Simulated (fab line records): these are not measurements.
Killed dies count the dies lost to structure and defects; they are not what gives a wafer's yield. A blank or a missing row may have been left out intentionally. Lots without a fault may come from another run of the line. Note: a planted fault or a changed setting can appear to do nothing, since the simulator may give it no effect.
Which tool is to blame?	flow nand_harc	12 lots, 36 wafers sampled, at 7 steps of a route of 1159

## WHAT EACH GAUGE READ, for each wafer
NHARC_A_ONON_D1_THK_MEAS_11: measures by ellipsometry.
lot	measured	on	thk_nm (nm)
L847	day 8 08:19	film_metro-02	1007 1009 1007
L850	day 8 15:18	film_metro-02	989 990 990
L851	day 9 04:10	film_metro-01	996 997 998
L854	day 9 20:58	film_metro-02	1009 1012 1011
L855	day 10 02:05	film_metro-02	1002 1003 1001
L856	day 10 02:05	film_metro-01	1016 1017 1016
L859	day 10 20:07	film_metro-01	997 997 997
L857	day 10 20:08	film_metro-02	1013 1014 1012
L858	day 10 20:10	film_metro-01	1020 1017 1018
L861	day 11 20:09	film_metro-01	997 997 995
L864	day 12 04:16	film_metro-01	999 998 999
L867	day 13 00:41	film_metro-02	990 990 990

NHARC_A_CHANNEL_HOLE_D1_OVL_MEAS_11.
lot	measured	on	overlay_x_nm (nm)	overlay_y_nm (nm)
L847	day 8 22:16	overlay-01	0.2 0.0 0.5	-0.1 0.5 0.0
L850	day 9 06:11	overlay-01	-1.2 -1.3 -1.3	-0.8 -0.7 -0.5
L851	day 9 19:10	overlay-01	-1.2 -1.7 -1.4	-0.7 -0.9 -0.7
L854	day 10 12:42	overlay-02	0.0 -0.5 -0.6	0.7 1.0 0.5
L855	day 10 17:40	overlay-02	-1.0 -1.3 -1.2	1.8 1.5 1.7
L856	day 10 17:57	overlay-01	0.0 0.3 0.0	-0.1 -0.7 -1.5
L859	day 11 09:22	overlay-01	-0.7 -0.2 -0.8	0.8 1.4 1.0
L857	day 11 09:38	overlay-02	1.1 1.2 0.7	-0.1 0.0 -0.1
L858	day 11 11:19	overlay-02	-0.2 -0.1 0.0	-0.6 -0.9 -0.9
L861	day 12 10:13	overlay-01	-2.2 -1.8 -1.6	-0.8 -0.6 -0.3
L864	day 12 17:47	overlay-01	0.0 -0.3 0.0	-0.4 0.9 0.7
L867	day 13 15:45	overlay-02	-1.1 -1.2 -0.7	0.0 0.2 -0.2

NHARC_A_CHANNEL_HOLE_D1_INSPECT_12.
lot	measured	on	raw_defect_count
L847	day 8 22:19	defect_inspect-01	6 4 5
L850	day 9 06:14	defect_inspect-02	4 5 4
L851	day 9 19:12	defect_inspect-01	20 3 8
L854	day 10 12:44	defect_inspect-02	4 10 6
L855	day 10 17:43	defect_inspect-01	10 10 6
L856	day 10 17:59	defect_inspect-01	3 5 5
L859	day 11 09:24	defect_inspect-01	11 6 11
L857	day 11 09:40	defect_inspect-02	7 10 1
L858	day 11 11:20	defect_inspect-02	1420 1390 1467
L861	day 12 10:15	defect_inspect-01	1447 1490 1464
L864	day 12 17:49	defect_inspect-02	5 8 8
L867	day 13 15:47	defect_inspect-01	5 5 9

NHARC_A_CHANNEL_HOLE_D1_INSPECT_40.
lot	measured	on	raw_defect_count
L847	day 9 05:40	defect_inspect-01	56 59 34
L850	day 9 13:11	defect_inspect-01	75 73 68
L851	day 10 02:07	defect_inspect-01	68 80 95
L854	day 10 19:40	defect_inspect-02	56 60 92
L855	day 11 00:41	defect_inspect-02	55 54 52
L856	day 11 01:14	defect_inspect-02	26 91 31
L859	day 11 16:21	defect_inspect-01	59 70 69
L857	day 11 16:38	defect_inspect-01	56 59 57
L858	day 11 20:32	defect_inspect-02	1510 1456 1505
L861	day 12 17:13	defect_inspect-01	1486 1513 1470
L864	day 13 01:34	defect_inspect-02	103 72 60
L867	day 14 01:11	defect_inspect-01	51 65 42

NHARC_END_SORT_01.
lot	measured	on	killed_at_array	killed_at_other	killed_at_periphery	killed_dies	killed_open	killed_short
L858	day 22 14:04	prober-01	142 119 148	0 0 0	1 9 5	143 128 153	1 3 1	3 3 3
L861	day 24 01:06	prober-01	120 120 124	0 0 0	1 1 1	121 121 125	0 3 1	1 1 1

## TOOL THAT RAN EACH LOT (tool first, then ch and the chambers of the sampled wafers, then the start)
lot	NHARC_A_CHANNEL_HOLE_D1_DEP_00	NHARC_A_CHANNEL_HOLE_D1_ETCH_23
L847	acl_dep-03 ch 0, day 8 20:10	har_etch-02 ch 0,1, day 9 01:40
L850	acl_dep-03 ch 0, day 9 03:29	har_etch-02 ch 0,1, day 9 09:02
L851	acl_dep-03 ch 0, day 9 16:22	har_etch-01 ch 0,1, day 9 21:59
L854	acl_dep-02 ch 0, day 10 09:43	har_etch-01 ch 0,1, day 10 15:24
L855	acl_dep-02 ch 0, day 10 16:02	har_etch-01 ch 0,1, day 10 20:37
L856	acl_dep-01 ch 0, day 10 15:13	har_etch-02 ch 0,1, day 10 21:04
L859	acl_dep-03 ch 0, day 11 06:37	har_etch-01 ch 0,1, day 11 12:11
L857	acl_dep-01 ch 0, day 11 06:53	har_etch-02 ch 0,1, day 11 12:21
L858	acl_dep-02 ch 0, day 11 08:18	har_etch-01 ch 0,1, day 11 16:22
L861	acl_dep-02 ch 0, day 12 07:31	har_etch-02 ch 0,1, day 12 12:56
L864	acl_dep-03 ch 0, day 12 15:15	har_etch-02 ch 0,1, day 12 21:24
L867	acl_dep-03 ch 0, day 13 12:58	har_etch-02 ch 0,1, day 13 20:53
- NHARC_A_CHANNEL_HOLE_D1_DEP_00: deposits aC, target thk 3100 nm.
- NHARC_A_CHANNEL_HOLE_D1_ETCH_23: etches the open film in C4F8/O2/Ar, time 819 s, target depth 1600 nm.

## AS READ BY THE TOOLS THEMSELVES (means over the sampled wafers that have a number; for cases with no such wafer, the mark the record gives instead)
NHARC_A_CHANNEL_HOLE_D1_DEP_00.
lot	tool	throttle_valve_pct (%)
L847	acl_dep-03	34.997
L850	acl_dep-03	34.999
L851	acl_dep-03	35.013
L854	acl_dep-02	34.996
L855	acl_dep-02	35.004
L856	acl_dep-01	34.994
L859	acl_dep-03	34.998
L857	acl_dep-01	35.002
L858	acl_dep-02	35.000
L861	acl_dep-02	35.005
L864	acl_dep-03	35.000
L867	acl_dep-03	35.001

NHARC_A_CHANNEL_HOLE_D1_ETCH_23.
lot	tool	drypump_motor_current_A (A)	showerhead_plenum_p_Torr (Torr)	throttle_valve_pct (%)
L847	har_etch-02	5.6	3.73	32.151
L850	har_etch-02	5.6	3.73	32.158
L851	har_etch-01	6.2	3.81	32.162
L854	har_etch-01	5.9	3.81	32.159
L855	har_etch-01	5.9	3.81	32.151
L856	har_etch-02	5.6	3.72	32.156
L859	har_etch-01	6.2	3.80	32.150
L857	har_etch-02	5.6	3.72	32.150
L858	har_etch-01	5.9	3.80	32.152
L861	har_etch-02	5.4	3.67	32.160
L864	har_etch-02	5.6	3.71	32.159
L867	har_etch-02	5.6	3.70	32.161

## THE ANSWER, worked out from the rows above alone
Rule: what is usual is taken from the lots themselves. The widest of any qualifying gaps counts: lots, ordered by their means at a reading, are off when they make up no more than a third of the lots, leave a main group of 4 or more, and stand apart from it by 3 or more times the standard deviation of that group's means. A main group whose means are all the same, to the digits that the tables above print for the reading, isn't used. A lot without any number at a reading at which 4 lots or more have one is off too. Any other lot the step has rows for is counted as sound. The gauges are gone through in route order, then the tools' own readings, and for those a lot's mean is taken as printed above. At the first step where some lot is off, the reading lying furthest off is the one used; lots without a number count as furthest.
Off, at NHARC_A_CHANNEL_HOLE_D1_INSPECT_12 on raw_defect_count: L858, L861. The main group has a mean of 6.8 with a standard deviation of 2.
If a tool, at a process step before that reading, ran all the lots that are off and no sound lot after the first of them, it fits. Those tools and the gauges at NHARC_A_CHANNEL_HOLE_D1_INSPECT_12 are tried in the same way. One fits: acl_dep-02 at NHARC_A_CHANNEL_HOLE_D1_DEP_00. A fault onset in the window from L855 (day 10 16:02, its last sound lot) to L858 (day 11 08:18, its first lot off) fits.

## WHAT THE SIMULATOR PUT IN
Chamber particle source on acl_dep-02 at NHARC_A_CHANNEL_HOLE_D1_DEP_00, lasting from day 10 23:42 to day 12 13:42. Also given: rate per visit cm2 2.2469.
Struck lots among those shown: L858, L861. The rule given above showed the same thing.
